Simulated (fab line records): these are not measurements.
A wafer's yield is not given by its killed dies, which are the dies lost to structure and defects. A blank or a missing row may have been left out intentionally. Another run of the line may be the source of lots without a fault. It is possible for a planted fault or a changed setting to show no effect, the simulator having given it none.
fab line records    flow n5Finfet
record: lots: 10  wafers: 30  lastDay: 18
route steps=1938 shown BEOL_M4@1102 BEOL_M5@1112 PASSIVATION@1936
lots that met no fault: from a run of the same line without faults
startH: hours from the record's opening day to when the first of the lot's shown wafers began    waitH: hours since the lot's step before    " same as the row above    L1.1+2: a single row standing in for several wafers    - either no value or no given start    * or withheld: withheld    < > ~ a bound
route shown NAME@n: NAME is a module with steps in the file, n the number in the route of the first one    usual: mean/standard deviation of fault-free wafers    same: alike in all rows    chamber/n: place in a boat    sites: each site's reading    _std_site: the standard deviation of these    _edge_site: inner sites' mean taken away from outer sites' mean    radiusMm: how far each site lies from the wafer's centre    mask NAME#n: copy n    behind: the last tool/chamber to shape the wafer    hold: the reason the lot was held/the length of the hold in hours/how it ended    device: which transistor (n, p or np) failed to switch    end of line: at the end of the route, the tests of the same wafers    for a step that has no rows: nothing shown but its recipe    killed: not the wafer's yield, but the dies lost to structure and defects at the first sort    map: dies across one wafer; x = killed, . = not, _ = none there
set.NAME: the setting that was run; set.NAME@STEP: the one run at that earlier step    model.NAME: the simulator's own value behind a step, which no gauge read
a sample of lots followed through the steps of the route, with each step as a table and each wafer as a row
services: the hour from which a tool's chamber was out of use, counted from the record's first day as startH (under 0 if before that day), plus the number of hours and why
== steps ==
step: N5_BEOL_M4_ANNEAL_51
recipe: tempC: 225  timeS: 90  ambient: N2
usual: wafer_temp_C_max: 226.2/0.42
lot.wafer  tool          chamber  startH  waitH  wafer_temp_C_max
L904.3     rtpAnneal-02  0        205.31  0.1    226.1
L904.4     "             0        "       "      226.5
L904.6     "             0        "       "      226.4
L903.1     rtpAnneal-02  0        207.81  0.1    226.3
L903.2     "             0        "       "      226.8
L903.5     "             0        "       "      226.3
L907.2     rtpAnneal-02  0        209.29  0.1    226.0
L907.3     "             0        "       "      226.5
L907.6     "             0        "       "      226.3
L906.1     rtpAnneal-01  0        219.50  0.1    225.8
L906.5     "             0        "       "      225.6
L906.6     "             0        "       "      225.8
L909.1     rtpAnneal-02  0        238.42  0.4    226.6
L909.3     "             0        "       "      226.7
L909.4     "             0        "       "      226.5
L916.2     rtpAnneal-02  0        276.39  0.1    226.3
L916.3     "             0        "       "      226.4
L916.6     "             0        "       "      226.6
L915.1     rtpAnneal-02  0        277.59  0.1    227.3
L915.2     "             0        "       "      226.5
L915.5     "             0        "       "      226.1
L919.2     rtpAnneal-02  0        297.88  0.1    226.7
L919.3     "             0        "       "      226.7
L919.5     "             0        "       "      226.1
L920.1     rtpAnneal-01  0        305.16  0.1    225.9
L920.3     "             0        "       "      226.0
L920.4     "             0        "       "      226.1
L921.1     rtpAnneal-01  0        313.27  0.1    226.0
L921.3     "             0        "       "      225.9
L921.5     "             0        "       "      225.6
step: N5_BEOL_M4_CO_CAP_55
recipe: material: Co  targetThkA: 20  tempC: 200  precursor: CCTBA/H2  pressureTorr: 30  timeS: 102.1
usual: heaterPowerW: 236/11
lot.wafer  tool      chamber  startH  waitH  heaterPowerW
L904.3     cvdCo-01  1        205.90  0.0    232
L904.4     "         0        "       "      249
L904.6     "         1        "       "      240
L903.1     cvdCo-01  1        208.47  0.0    235
L903.2     "         0        "       "      248
L903.5     "         0        "       "      255
L907.2     cvdCo-01  0        209.91  0.0    247
L907.3     "         2        "       "      234
L907.6     "         1        "       "      239
L906.1     cvdCo-01  2        220.17  0.0    232
L906.5     "         1        "       "      240
L906.6     "         2        "       "      227
L909.1     cvdCo-02  1        239.10  0.0    217
L909.3     "         0        "       "      227
L909.4     "         1        "       "      219
L916.2     cvdCo-01  0        277.02  0.0    250
L916.3     "         1        "       "      233
L916.6     "         0        "       "      255
L915.1     cvdCo-02  0        278.26  0.0    226
L915.2     "         1        "       "      221
L915.5     "         2        "       "      245
L919.2     cvdCo-02  2        298.50  0.0    240
L919.3     "         1        "       "      220
L919.5     "         0        "       "      230
L920.1     cvdCo-02  2        306.32  0.0    248
L920.3     "         0        "       "      230
L920.4     "         0        "       "      232
L921.1     cvdCo-01  0        313.95  0.0    256
L921.3     "         1        "       "      240
L921.5     "         1        "       "      237
step: N5_BEOL_M4_RC_MEAS_101
usual: DIBL_N: 35.8/1.6  DIBL_P: 36.0/1.9  IOFF_N: 0.151/0.029  IOFF_P: 0.21/0.037  ION_N: 673/12  ION_P: 463/7.3  SS_N: 71.5/0.58  SS_P: 73.2/0.61  VT_N: 251/3.3  VT_P: -250/3.3
lot.wafer  tool       chamber  startH  waitH  DIBL_N[mV/V]  DIBL_P[mV/V]  IOFF_N[nA/um]  IOFF_P[nA/um]  ION_N[uA/um]  ION_P[uA/um]  SS_N[mV/dec]  SS_P[mV/dec]  VT_N[mV]  VT_P[mV]
L904.3     prober-01  0        206.47  0.3    34.5          34.6          0.125          0.16           674           456           70.6          73.4          254       -256
L904.4     "          0        "       "      35.4          34.6          0.136          0.17           672           459           71.2          72.7          253       -255
L904.6     "          0        "       "      36.9          37.2          0.161          0.20           676           455           71.5          73.4          252       -249
L903.1     prober-02  0        208.71  0.0    37.3          36.7          0.142          0.21           666           465           71.2          72.9          252       -248
L903.2     "          0        "       "      38.8          38.8          0.179          0.25           688           468           72.3          73.8          249       -248
L903.5     "          0        "       "      37.0          36.2          0.137          0.20           660           461           71.1          72.8          255       -251
L907.2     prober-01  0        210.31  0.2    34.8          32.8          0.112          0.14           664           453           71.5          72.6          255       -257
L907.3     "          0        "       "      35.8          35.3          0.133          0.17           668           461           71.8          73.1          252       -252
L907.6     "          0        "       "      34.7          34.9          0.124          0.18           657           453           71.6          72.9          251       -252
L906.1     prober-02  0        220.41  0.0    37.0          36.4          0.145          0.19           670           464           72.6          72.2          251       -251
L906.5     "          0        "       "      38.3          38.8          0.186          0.23           682           463           72.5          74.0          250       -250
L906.6     "          0        "       "      37.5          38.3          0.174          0.21           689           468           72.1          73.4          249       -249
L909.1     prober-02  0        239.33  0.0    35.1          36.2          0.152          0.22           666           462           72.1          72.9          254       -247
L909.3     "          0        "       "      32.7          34.1          0.119          0.19           669           465           70.8          73.1          252       -248
L909.4     "          0        "       "      35.1          37.4          0.175          0.25           691           475           71.3          73.8          247       -247
L916.2     prober-01  0        277.44  0.2    33.5          33.6          0.129          0.17           672           457           70.5          72.7          254       -252
L916.3     "          0        "       "      34.4          34.1          0.130          0.18           676           465           70.6          72.7          253       -252
L916.6     "          0        "       "      33.5          32.7          0.115          0.17           656           456           70.9          72.2          255       -252
L915.1     prober-02  0        278.49  0.0    35.2          33.6          0.151          0.21           688           470           71.8          73.0          250       -247
L915.2     "          0        "       "      38.9          39.2          0.229          0.31           695           476           71.9          74.0          244       -245
L915.5     "          0        "       "      35.8          35.5          0.163          0.24           678           470           72.0          73.4          248       -246
L919.2     prober-01  0        298.89  0.2    34.1          35.2          0.132          0.18           647           459           71.3          73.8          253       -253
L919.3     "          0        "       "      38.7          39.7          0.234          0.26           708           469           72.9          74.2          244       -247
L919.5     "          0        "       "      34.6          37.3          0.162          0.22           687           470           72.3          73.6          246       -254
L920.1     prober-01  0        306.56  0.0    37.7          38.0          0.210          0.29           692           477           72.4          73.5          247       -245
L920.3     "          0        "       "      36.0          36.1          0.178          0.24           681           473           71.2          73.3          246       -248
L920.4     "          0        "       "      35.0          33.9          0.142          0.20           678           467           71.7          72.5          250       -250
L921.1     prober-02  0        314.20  0.0    38.5          38.6          0.170          0.23           670           464           72.0          73.9          251       -251
L921.3     "          0        "       "      35.4          35.1          0.135          0.19           671           456           71.2          72.6          250       -253
L921.5     "          0        "       "      36.8          37.2          0.166          0.22           679           461           71.5          73.7          250       -249
step: N5_BEOL_M5_ILD_DEP_00
recipe: material: SiCOH_lowk  targetThkA: 1406.4  tempC: 300  precursor: DEMS/porogen  pressureTorr: 5  rfW: 500  timeS: 25.9
usual: chamberPressureTorr: 5.001/0.011  heaterPowerOuterW: 158/38  heaterPowerW: 323/42  showerheadPlenumPTorr: 5.746/0.015  throttleValvePct: 13.4/0.54
lot.wafer  tool      chamber  startH  waitH  chamberPressureTorr  heaterPowerOuterW  heaterPowerW  showerheadPlenumPTorr  throttleValvePct
L904.3     pecvd-02  2        207.13  0.5    5.011                206                392           5.740                  13.4
L904.4     "         2        "       "      5.011                145                310           5.749                  13.6
L904.6     "         0        "       "      5.021                120                296           5.738                  13.4
L903.1     pecvd-01  2        209.67  0.8    5.007                143                315           5.767                  12.3
L903.2     "         1        "       "      4.997                228                387           5.751                  13.6
L903.5     "         2        "       "      5.012                149                322           5.769                  12.3
L907.2     pecvd-01  1        211.13  0.7    4.991                242                404           5.734                  13.9
L907.3     "         2        "       "      5.013                111                272           5.764                  12.3
L907.6     "         2        "       "      5.020                113                270           5.768                  12.5
L906.1     pecvd-02  0        221.37  0.8    4.993                114                280           5.724                  13.8
L906.5     "         0        "       "      5.001                111                293           5.733                  13.2
L906.6     "         1        "       "      5.000                184                342           5.732                  13.3
L909.1     pecvd-02  2        240.29  0.8    4.988                209                387           5.730                  13.4
L909.3     "         1        "       "      4.989                170                325           5.752                  13.0
L909.4     "         1        "       "      4.997                173                312           5.747                  13.2
L916.2     pecvd-02  2        278.25  0.7    -                    -                  -             -                      -
L916.3     "         1        "       "      -                    -                  -             -                      -
L916.6     "         2        "       "      -                    -                  -             -                      -
L915.1     pecvd-03  2        279.45  0.8    -                    -                  -             -                      -
L915.2     "         1        "       "      -                    -                  -             -                      -
L915.5     "         1        "       "      -                    -                  -             -                      -
L919.2     pecvd-02  2        299.71  0.7    4.982                186                369           5.746                  13.4
L919.3     "         0        "       "      4.996                106                289           5.731                  13.3
L919.5     "         2        "       "      4.976                185                368           5.730                  13.9
L920.1     pecvd-02  0        307.52  0.8    5.013                102                270           5.745                  13.4
L920.3     "         2        "       "      5.002                197                392           5.753                  13.5
L920.4     "         0        "       "      4.992                102                271           5.725                  13.5
L921.1     pecvd-02  0        315.16  0.8    5.002                107                275           5.735                  13.6
L921.3     "         2        "       "      4.977                188                368           5.751                  13.7
L921.5     "         1        "       "      4.984                131                265           5.742                  13.1
step: N5_BEOL_M5_HM_DEP_02
recipe: material: TiN  targetThkA: 200  tempC: 25  chamberPressurePa: 0.49996
usual: chamberPressurePa: 0.4996/0.0011  substrateTempC: 24.99/0.11  throttleValvePct: 30.0/1.2
lot.wafer  tool           chamber  startH  waitH  chamberPressurePa  substrateTempC  throttleValvePct
L904.3     pvdSputter-02  -        209.40  1.5    0.4994             24.95           32.5
L904.4     "              -        "       "      0.5013             24.93           29.2
L904.6     "              -        "       "      0.4996             25.01           29.6
L903.1     pvdSputter-01  -        210.37  0.1    0.5010             24.74           30.2
L903.2     "              -        "       "      0.5015             24.94           31.3
L903.5     "              -        "       "      0.5001             25.00           28.0
L907.2     pvdSputter-02  -        213.00  1.1    0.5005             24.78           29.1
L907.3     "              -        "       "      0.5004             25.12           32.4
L907.6     "              -        "       "      0.4996             24.87           30.0
L906.1     pvdSputter-01  -        225.00  3.0    0.4997             25.03           30.5
L906.5     "              -        "       "      0.5000             25.19           28.4
L906.6     "              -        "       "      0.4990             24.91           30.5
L909.1     pvdSputter-03  -        242.06  1.1    0.4990             24.92           31.1
L909.3     "              -        "       "      0.4993             25.11           29.2
L909.4     "              -        "       "      0.4994             25.01           28.4
L916.2     pvdSputter-02  -        280.08  1.2    0.5000             25.14           29.7
L916.3     "              -        "       "      0.5002             25.13           30.2
L916.6     "              -        "       "      0.4997             25.03           29.2
L915.1     pvdSputter-02  -        281.14  0.6    0.4985             25.05           29.7
L915.2     "              -        "       "      0.5015             25.23           29.3
L915.5     "              -        "       "      0.5014             25.16           29.2
L919.2     pvdSputter-02  -        300.49  0.2    0.4998             25.05           29.7
L919.3     "              -        "       "      0.4990             25.00           30.3
L919.5     "              -        "       "      0.4990             24.76           32.3
L920.1     pvdSputter-01  -        309.11  1.0    0.4993             24.83           31.3
L920.3     "              -        "       "      0.4997             24.92           30.2
L920.4     "              -        "       "      0.4985             25.00           28.3
L921.1     pvdSputter-03  -        317.47  1.7    0.4982             24.93           28.8
L921.3     "              -        "       "      0.4975             24.98           30.7
L921.5     "              -        "       "      0.4986             25.01           29.0
step: N5_BEOL_M5_OCD_MEAS_38
usual: trenchDepthNm: 71.2/1.3
lot.wafer  tool    chamber  startH  waitH  trenchDepthNm
L903.1     ocd-02  -        214.27  -      71.0
L903.2     "       -        "       "      72.0
L903.5     "       -        "       "      72.0
L904.3     ocd-01  -        215.29  -      70.8
L904.4     "       -        "       "      71.6
L904.6     "       -        "       "      72.3
L907.2     ocd-02  -        216.46  -      71.6
L907.3     "       -        "       "      72.0
L907.6     "       -        "       "      71.7
L906.1     ocd-01  -        229.13  -      70.6
L906.5     "       -        "       "      73.7
L906.6     "       -        "       "      72.0
L909.1     ocd-01  -        244.01  -      73.0
L909.3     "       -        "       "      70.5
L909.4     "       -        "       "      71.1
L916.2     ocd-01  -        284.52  -      -
L916.3     "       -        "       "      -
L916.6     "       -        "       "      -
L915.1     ocd-01  -        284.66  -      -
L915.2     "       -        "       "      -
L915.5     "       -        "       "      -
L919.2     ocd-01  -        302.57  -      72.1
L919.3     "       -        "       "      69.0
L919.5     "       -        "       "      71.2
L920.1     ocd-02  -        313.50  -      70.6
L920.3     "       -        "       "      73.5
L920.4     "       -        "       "      71.4
L921.1     ocd-02  -        320.09  -      71.7
L921.3     "       -        "       "      70.2
L921.5     "       -        "       "      71.6
step: N5_PASSIVATION_PROBE_49
usual: defectLimitedYield: 90.9/1.4  killed_at_M0_to_M3: 37/12  killed_at_M4_up: 14/5.3  killedAtContacts: 12/6.2  killedAtFrontEnd: 41/11  killedAtOther: 3.7/2.9  killedDies: 107/17  killedOnRim: 14/4.4  killedOpen: 71/12  killedShort: 34/7.9  sort_bin_5_function: 5.3/0.95  sort_bin_6_memory: 3.4/0.7  sortNPass: 1073/17  sortYieldPct: 90.9/1.5
same: grossDies: 1180  killedAtBackSide: 0  sort_bin_4_leakage[%]: 0  sort_bin_8_speed[%]: 0
lot.wafer  tool       chamber  startH  waitH  defectLimitedYield[%]  killed_at_M0_to_M3  killed_at_M4_up  killedAtContacts  killedAtFrontEnd  killedAtOther  killedDies  killedOnRim  killedOpen  killedShort  sort_bin_5_function[%]  sort_bin_6_memory[%]  sortNPass  sortYieldPct[%]
L907.2     prober-02  -        325.09  0.1    91.9                   37                  8                3                 48                0              96          9            58          36           4.4                     3.5                   1084       91.9
L907.3     prober-02  -        325.14  0.1    91.0                   25                  13               21                43                4              106         17           67          35           5.5                     3.1                   1074       91.0
L907.6     prober-02  -        325.29  0.3    90.2                   34                  19               8                 54                1              116         16           71          42           6.3                     3.1                   1064       90.2
L909.1     prober-02  -        341.82  0.0    88.8                   51                  13               12                52                4              132         21           91          38           6.2                     4.5                   1048       88.8
L909.3     prober-02  -        341.92  0.1    91.2                   32                  21               19                30                2              104         8            69          32           5.3                     2.9                   1076       91.2
L909.4     prober-02  -        341.97  0.2    90.7                   34                  14               11                43                8              110         11           69          40           5.3                     3.7                   1070       90.7
L916.2     prober-01  -        387.45  0.1    0                      6                   1160             1                 12                1              1180        152          14          9            72.7                    2.4                   0          0
L916.3     prober-01  -        387.50  0.1    0                      1                   1168             4                 5                 2              1180        152          9           5            73.1                    3.9                   0          0
L916.6     prober-01  -        387.65  0.3    0                      8                   1157             7                 8                 0              1180        152          16          9            71.5                    3.7                   0          0
L915.1     prober-02  -        389.00  0.0    0                      7                   1164             1                 8                 0              1180        152          13          3            74.0                    2.6                   0          0
L915.2     prober-02  -        389.05  0.1    0                      8                   1162             3                 6                 1              1180        152          16          5            72.2                    2.8                   0          0
L915.5     prober-02  -        389.20  0.2    0                      8                   1158             6                 4                 4              1180        152          17          8            73.5                    2.8                   0          0
killed by level:class
L907.2 FIN_SAQP:geometricParticle:open=18 BEOL_M0_SAQP:geometricParticle:short=12 BEOL_M2:geometricParticle:open=10 STI_FIN_REVEAL:geometricParticle:open=8 BEOL_M0_SAQP:geometricParticle:open=7 GATE_CUT:geometricParticle:short=4 STARTING-WAFER:geometricParticle:short=4 FIN_SAQP:geometricParticle:short=3
L907.3 FIN_SAQP:geometricParticle:short=16 MOL_CONTACT_COAG:geometricParticle:open=16 FIN_SAQP:geometricParticle:open=14 BEOL_M2:geometricParticle:open=7 BEOL_M0_SAQP:geometricParticle:open=6 BEOL_M0_SAQP:geometricParticle:short=6 STI_FIN_REVEAL:geometricParticle:open=5 MOL_CONTACT_COAG:geometricParticle:short=4
L907.6 FIN_SAQP:geometricParticle:open=12 FIN_SAQP:geometricParticle:short=12 STI_FIN_REVEAL:geometricParticle:open=10 BEOL_M0_SAQP:geometricParticle:short=9 MOL_CONTACT_COAG:geometricParticle:open=6 BEOL_M3:geometricParticle:open=6 BEOL_M0_SAQP:geometricParticle:open=5 BEOL_M2:geometricParticle:open=5
L909.1 BEOL_M3:geometricParticle:open=12 MOL_CONTACT_COAG:geometricParticle:open=11 FIN_SAQP:geometricParticle:open=10 FIN_SAQP:geometricParticle:short=10 BEOL_M0_SAQP:geometricParticle:open=10 GATE_CUT:geometricParticle:short=9 BEOL_M0_SAQP:geometricParticle:short=9 BEOL_M1:geometricParticle:open=9
L909.3 MOL_CONTACT_COAG:geometricParticle:open=13 STI_FIN_REVEAL:geometricParticle:open=9 BEOL_M4:geometricParticle:open=9 BEOL_M3:geometricParticle:open=7 FIN_SAQP:geometricParticle:short=5 MOL_CONTACT_COAG:geometricParticle:short=5 BEOL_M1:geometricParticle:open=5 BEOL_M2:geometricParticle:short=5
L909.4 BEOL_M0_SAQP:geometricParticle:open=12 BEOL_M0_SAQP:geometricParticle:short=11 GATE_CUT:geometricParticle:open=10 DUMMY_GATE:geometricParticle:open=8 MOL_CONTACT_COAG:geometricParticle:open=8 STI_FIN_REVEAL:geometricParticle:open=6 FIN_SAQP:geometricParticle:short=5 GATE_CUT:geometricParticle:short=4
L916.2 BEOL_M5:lostPattern=1151 STI_FIN_REVEAL:geometricParticle:open=7 BEOL_M5:areaDep=6 BEOL_M0_SAQP:geometricParticle:short=2 BEOL_M2:geometricParticle:open=2 STI_FIN_REVEAL:geometricParticle:short=1 ILD0:geometricParticle:open=1 ILD0:geometricParticle:short=1
L916.3 BEOL_M5:lostPattern=1161 BEOL_M5:areaDep=5 MOL_CONTACT_COAG:geometricParticle:short=3 FIN_SAQP:geometricParticle:open=1 FIN_SAQP:geometricParticle:short=1 STI_FIN_REVEAL:geometricParticle:short=1 DUMMY_GATE:geometricParticle:open=1 ILD0:geometricParticle:open=1
L916.6 BEOL_M5:lostPattern=1149 MOL_CONTACT_COAG:geometricParticle:open=5 BEOL_M5:areaDep=5 BEOL_M0_SAQP:geometricParticle:short=3 BEOL_M2:geometricParticle:open=3 STI_FIN_REVEAL:geometricParticle:open=2 MOL_CONTACT_COAG:geometricParticle:short=2 BEOL_M3:geometricParticle:open=2
L915.1 BEOL_M5:lostPattern=1159 BEOL_M5:areaDep=4 STI_FIN_REVEAL:geometricParticle:open=3 BEOL_M1:geometricParticle:open=3 BEOL_M2:geometricParticle:open=2 FIN_SAQP:geometricParticle:short=1 FIN_SAQP:geometricParticle:open=1 ILD0:geometricParticle:open=1
L915.2 BEOL_M5:lostPattern=1153 BEOL_M5:areaDep=6 MOL_CONTACT_COAG:geometricParticle:open=3 BEOL_M2:geometricParticle:open=3 STI_FIN_REVEAL:geometricParticle:open=2 BEOL_M0_SAQP:geometricParticle:short=2 BEOL_M0:geometricParticle:open=2 STI_FIN_REVEAL:geometricParticle:short=1
L915.5 BEOL_M5:lostPattern=1150 MOL_CONTACT_COAG:geometricParticle:open=5 BEOL_M5:areaDep=5 BEOL_M1:geometricParticle:open=3 STI_FIN_REVEAL:geometricParticle:open=2 BEOL_M0_SAQP:geometricParticle:short=2 PAD_METAL:geometricParticle:short=2 GATE_CUT:geometricParticle:short=1
== services ==
tool           chamber  startH  hours  kind
pecvd-02       0        181.80  2.1    scheduledDown
pecvd-03       0        186.08  5.0    scheduledDown
pecvd-02       1        197.56  2.1    scheduledDown
pecvd-03       0        227.38  25.5   repair
pvdSputter-01  -        231.67  2.2    repair
pvdSputter-01  -        236.50  2.7    repair
pecvd-01       0        239.72  2.1    scheduledDown
pecvd-01       -        262.81  2.8    pm
pecvd-02       -        265.94  6.0    pm
pecvd-02       -        289.68  2.4    repair
pecvd-03       0        292.95  5.5    scheduledDown
== key ==
firstSign: step: N5_BEOL_M5_ILD_DEP_00  reading: toolRecord  direction: missing
effect: step: N5_BEOL_M5_OCD_MEAS_38  reading: trenchDepthNm  direction: missing
effect: step: N5_PASSIVATION_PROBE_49  reading: killed_at_M4_up  direction: up  sigmas: 99+  usual: 14  struck: 1162
metAt N5_BEOL_M5_ILD_DEP_00
struckLots L915,L916
laterRowsLeftOut L915.1,L915.2,L915.5,L916.2,L916.3,L916.6
notActingAt N5_BEOL_M4_ANNEAL_51,N5_BEOL_M4_CO_CAP_55,N5_BEOL_M5_HM_DEP_02
onsetBetween 240.29 278.25
fault: kind: skippedStepWhole  tool: pecvd-02,pecvd-03  chamber: -  onsetH: 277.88  steps: N5_BEOL_M5_ILD_DEP_00  scope: struckLotsOnly
laterRowsLeftOut: the simulator's readings of these wafers behind a module that went badly wrong aren't trusted and aren't shown, but for the sort
